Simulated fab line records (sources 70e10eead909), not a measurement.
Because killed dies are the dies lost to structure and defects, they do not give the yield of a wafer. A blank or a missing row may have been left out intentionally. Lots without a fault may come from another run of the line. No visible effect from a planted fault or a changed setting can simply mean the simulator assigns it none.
fab line records    flow nand-harc    part 2 of 2: steps 33 to 45 of 45
record: lots: 5  wafers: 15  last-day: 24
route steps=1159 shown A_START@389 A_ZERO_WELL@390 A_SOURCE_PLATE@413 A_ONON_D1@424
lots untouched by any fault: they come from a run of this same line in which no faults occurred
start-h: hours from the record's opening day to when the first of the lot's shown wafers began    wait-h: hours from the lot's prior step to this one    " unchanged from the row above    L1.1+2: several wafers, shown together as one row    - either no value or no given start    * or withheld: withheld    < > ~ a bound
route shown NAME@n: NAME is a module with steps in the file, n the number in the route of the first one    usual: the fault-free wafers' mean and standard deviation    same: alike in all rows    chamber/n: place in a boat    sites: the reading at each site    _std_site: the values' standard deviation    _edge_site: the outer-site mean with the inner-site mean subtracted    radius-mm: for every site, how far away it sits from the centre of the wafer    mask NAME#n: copy n    behind: the most recent tool/chamber to have shaped the wafer    hold: what put the lot on hold/how long, in hours/how the hold closed    device: transistor that didn't switch, given as n, p or np    end of line: the tests these same wafers got at the end of their route    step lacking rows: just its recipe    killed: count of dies lost to structure and defects at first sort (not the wafer's yield)    map: per-die view of a wafer (x killed, . not killed, _ where there is no die)
set.NAME: the setting as run; set.NAME@STEP: as run at that earlier step    model.NAME: the simulator's own value behind a step, which no gauge read
lots at some steps of the route; a table a step, a row a wafer
services: from which hour (start-h, from the record's first day; less than 0 if before it) a tool's chamber was out of use, for how many hours, and why
== steps ==
step: NHARC_A_ONON_D1_DEP_00
recipe: target-thk-a: 10000  n2-flow-sccm: 2750  n2o-flow-sccm: 2000  nh3-flow-sccm: 500  sih4-flow-sccm: 210  temp-c: 400
lot.wafer   tool           chamber  start-h  wait-h
L085.3+4+6  pecvd-onon-04  0        252.63   0.2
L089.1+2+3  pecvd-onon-02  0        260.20   0.1
L092.1+4+5  pecvd-onon-03  0        269.67   0.1
L094.3+5+6  pecvd-onon-02  0        269.81   0.2
L095.1+5+6  pecvd-onon-03  0        284.56   0.1
step: NHARC_A_ONON_D1_THK_MEAS_02
recipe: thk-meas-gauge: ellipsometry
usual: thk-nm: 998/9.7
lot.wafer  tool           chamber  start-h  wait-h  thk-nm
L085.3     film-metro-02  -        253.02   -       988
L085.4     "              -        "        "       988
L085.6     "              -        "        "       988
L089.1     film-metro-02  -        260.71   -       1010
L089.2     "              -        "        "       1010
L089.3     "              -        "        "       1009
L092.1     film-metro-02  -        270.18   -       997
L092.4     "              -        "        "       999
L092.5     "              -        "        "       1000
L094.3     film-metro-01  -        270.21   -       995
L094.5     "              -        "        "       994
L094.6     "              -        "        "       995
L095.1     film-metro-02  -        285.06   -       1004
L095.5     "              -        "        "       1004
L095.6     "              -        "        "       1003
step: NHARC_A_ONON_D1_DEP_03
recipe: target-thk-a: 10000  n2-flow-sccm: 2750  n2o-flow-sccm: 2000  nh3-flow-sccm: 500  sih4-flow-sccm: 210  temp-c: 400
lot.wafer   tool           chamber  start-h  wait-h
L085.3+4+6  pecvd-onon-03  0        253.19   0.2
L089.1+2+3  pecvd-onon-02  0        260.77   0.1
L092.1+4+5  pecvd-onon-03  0        270.24   0.1
L094.3+5+6  pecvd-onon-02  0        270.38   0.2
L095.1+5+6  pecvd-onon-04  0        285.12   0.1
step: NHARC_A_ONON_D1_THK_MEAS_05
recipe: thk-meas-gauge: ellipsometry
usual: thk-nm: 1001/15
lot.wafer  tool           chamber  start-h  wait-h  thk-nm
L085.3     film-metro-01  -        253.59   -       973
L085.4     "              -        "        "       975
L085.6     "              -        "        "       975
L089.1     film-metro-02  -        261.28   -       1007
L089.2     "              -        "        "       1006
L089.3     "              -        "        "       1007
L092.1     film-metro-01  -        270.75   -       1003
L092.4     "              -        "        "       1004
L092.5     "              -        "        "       1004
L094.3     film-metro-02  -        270.78   -       1018
L094.5     "              -        "        "       1021
L094.6     "              -        "        "       1021
L095.1     film-metro-01  -        285.64   -       980
L095.5     "              -        "        "       979
L095.6     "              -        "        "       980
step: NHARC_A_ONON_D1_DEP_06
recipe: target-thk-a: 10000  n2-flow-sccm: 2750  n2o-flow-sccm: 2000  nh3-flow-sccm: 500  sih4-flow-sccm: 210  temp-c: 400
lot.wafer   tool           chamber  start-h  wait-h
L085.3+4+6  pecvd-onon-04  0        253.76   0.2
L089.1+2+3  pecvd-onon-02  0        261.34   0.1
L092.1+4+5  pecvd-onon-03  0        270.81   0.1
L094.3+5+6  pecvd-onon-02  0        270.95   0.2
L095.1+5+6  pecvd-onon-02  0        285.70   0.1
step: NHARC_A_ONON_D1_THK_MEAS_08
recipe: thk-meas-gauge: ellipsometry
usual: thk-nm: 999/13
lot.wafer  tool           chamber  start-h  wait-h  thk-nm
L085.3     film-metro-01  -        254.15   -       997
L085.4     "              -        "        "       998
L085.6     "              -        "        "       999
L089.1     film-metro-02  -        261.84   -       983
L089.2     "              -        "        "       982
L089.3     "              -        "        "       983
L092.1     film-metro-02  -        271.32   -       1004
L092.4     "              -        "        "       1006
L092.5     "              -        "        "       1004
L094.3     film-metro-02  -        271.37   -       983
L094.5     "              -        "        "       985
L094.6     "              -        "        "       983
L095.1     film-metro-02  -        286.21   -       1004
L095.5     "              -        "        "       1005
L095.6     "              -        "        "       1005
step: NHARC_A_ONON_D1_DEP_09
recipe: target-thk-a: 10000  n2-flow-sccm: 2750  n2o-flow-sccm: 2000  nh3-flow-sccm: 500  sih4-flow-sccm: 210  temp-c: 400
lot.wafer   tool           chamber  start-h  wait-h
L085.3+4+6  pecvd-onon-02  0        254.33   0.2
L089.1+2+3  pecvd-onon-02  0        261.90   0.1
L092.1+4+5  pecvd-onon-03  0        271.37   0.1
L094.3+5+6  pecvd-onon-02  0        271.54   0.2
L095.1+5+6  pecvd-onon-03  0        286.27   0.1
step: NHARC_A_ONON_D1_THK_MEAS_11
recipe: thk-meas-gauge: ellipsometry
usual: thk-nm: 1000/6.2
lot.wafer  tool           chamber  start-h  wait-h  thk-nm
L085.3     film-metro-01  -        254.73   -       1008
L085.4     "              -        "        "       1008
L085.6     "              -        "        "       1008
L089.1     film-metro-01  -        262.41   -       998
L089.2     "              -        "        "       1000
L089.3     "              -        "        "       998
L092.1     film-metro-02  -        271.89   -       996
L092.4     "              -        "        "       996
L092.5     "              -        "        "       995
L094.3     film-metro-02  -        271.95   -       987
L094.5     "              -        "        "       988
L094.6     "              -        "        "       988
L095.1     film-metro-02  -        286.78   -       999
L095.5     "              -        "        "       998
L095.6     "              -        "        "       998
step: NHARC_A_ONON_D1_DEP_12
recipe: target-thk-a: 10000  n2-flow-sccm: 2750  n2o-flow-sccm: 2000  nh3-flow-sccm: 500  sih4-flow-sccm: 210  temp-c: 400
lot.wafer   tool           chamber  start-h  wait-h
L085.3+4+6  pecvd-onon-03  0        254.90   0.2
L089.1+2+3  pecvd-onon-02  0        262.47   0.1
L092.1+4+5  pecvd-onon-03  0        271.94   0.1
L094.3+5+6  pecvd-onon-04  0        272.44   0.5
L095.1+5+6  pecvd-onon-04  0        286.83   0.1
step: NHARC_A_ONON_D1_THK_MEAS_14
recipe: thk-meas-gauge: ellipsometry
usual: thk-nm: 1000/9.1
lot.wafer  tool           chamber  start-h  wait-h  thk-nm
L085.3     film-metro-02  -        255.30   -       994
L085.4     "              -        "        "       994
L085.6     "              -        "        "       994
L089.1     film-metro-01  -        262.98   -       1011
L089.2     "              -        "        "       1011
L089.3     "              -        "        "       1012
L092.1     film-metro-01  -        272.45   -       985
L092.4     "              -        "        "       985
L092.5     "              -        "        "       985
L094.3     film-metro-02  -        272.83   -       1004
L094.5     "              -        "        "       1006
L094.6     "              -        "        "       1005
L095.1     film-metro-02  -        287.35   -       1000
L095.5     "              -        "        "       999
L095.6     "              -        "        "       999
step: NHARC_A_ONON_D1_ANNEAL_15
recipe: temp-c: 750  time-s: 3600
usual: zone-power-centre-pct: 12.8/0.75
lot.wafer  tool        chamber  start-h  wait-h  zone-power-centre-pct
L085.3     furnace-07  0        260.25   5.0     13.1
L085.4     "           0        "        "       12.9
L085.6     "           0        "        "       13.3
L089.1     furnace-07  0        268.04   5.1     13.2
L089.2     "           0        "        "       12.9
L089.3     "           0        "        "       12.9
L092.1     furnace-06  0        276.08   3.6     10.8
L092.4     "           0        "        "       10.8
L092.5     "           0        "        "       10.7
L094.3     furnace-06  0        276.08   3.2     11.1
L094.5     "           0        "        "       10.8
L094.6     "           0        "        "       11.0
L095.1     furnace-07  0        290.06   2.7     13.2
L095.5     "           0        "        "       12.9
L095.6     "           0        "        "       13.1
step: NHARC_A_ONON_D1_DEP_16
recipe: target-thk-a: 10000  n2-flow-sccm: 2750  n2o-flow-sccm: 2000  nh3-flow-sccm: 500  sih4-flow-sccm: 210  temp-c: 400
lot.wafer   tool           chamber  start-h  wait-h
L085.3+4+6  pecvd-onon-04  0        264.32   0.2
L089.1+2+3  pecvd-onon-02  0        272.31   0.4
L092.1+4+5  pecvd-onon-03  0        279.97   0.1
L094.3+5+6  pecvd-onon-04  0        280.10   0.2
L095.1+5+6  pecvd-onon-04  0        294.05   0.1
step: NHARC_A_ONON_D1_THK_MEAS_18
recipe: thk-meas-gauge: ellipsometry
usual: thk-nm: 1001/8.6
lot.wafer  tool           chamber  start-h  wait-h  thk-nm
L085.3     film-metro-02  -        264.72   -       998
L085.4     "              -        "        "       997
L085.6     "              -        "        "       998
L089.1     film-metro-01  -        272.82   -       1012
L089.2     "              -        "        "       1011
L089.3     "              -        "        "       1012
L092.1     film-metro-02  -        280.48   -       1006
L092.4     "              -        "        "       1008
L092.5     "              -        "        "       1007
L094.3     film-metro-02  -        280.49   -       1007
L094.5     "              -        "        "       1006
L094.6     "              -        "        "       1006
L095.1     film-metro-02  -        294.55   -       1001
L095.5     "              -        "        "       999
L095.6     "              -        "        "       1000
== services ==
tool            chamber  start-h  hours  kind
rie-diel-01     0        209.98   2.7    repair
krf-scanner-02  -        210.00   4.0    pm
pvd-sputter-02  -        210.87   8.0    repair
rie-si-02       -        211.00   9.0    pm
litho-track-03  -        213.00   7.0    pm
pvd-sputter-02  -        218.88   10.0   pm
rie-diel-01     0        219.83   4.9    repair
wet-bench-01    -        224.46   8.0    pm
krf-scanner-04  -        229.14   4.4    repair
wet-bench-03    -        229.17   7.2    repair
krf-scanner-04  -        234.98   1.1    repair
litho-track-05  -        237.00   7.0    pm
pecvd-onon-04   -        237.00   13.0   pm
wet-bench-04    -        240.51   1.8    repair
rie-diel-01     2        246.50   4.1    repair
pvd-sputter-03  -        249.30   1.1    repair
krf-scanner-04  -        250.53   0.9    repair
pvd-sputter-02  -        252.39   4.0    repair
implanter-01    -        266.03   13.0   pm
rie-si-02       -        271.70   0.6    repair
wet-bench-07    -        272.00   8.0    pm
rie-diel-05     1        278.00   2.8    repair
rie-diel-01     1        278.19   12.0   repair
pecvd-onon-02   -        292.00   13.0   pm
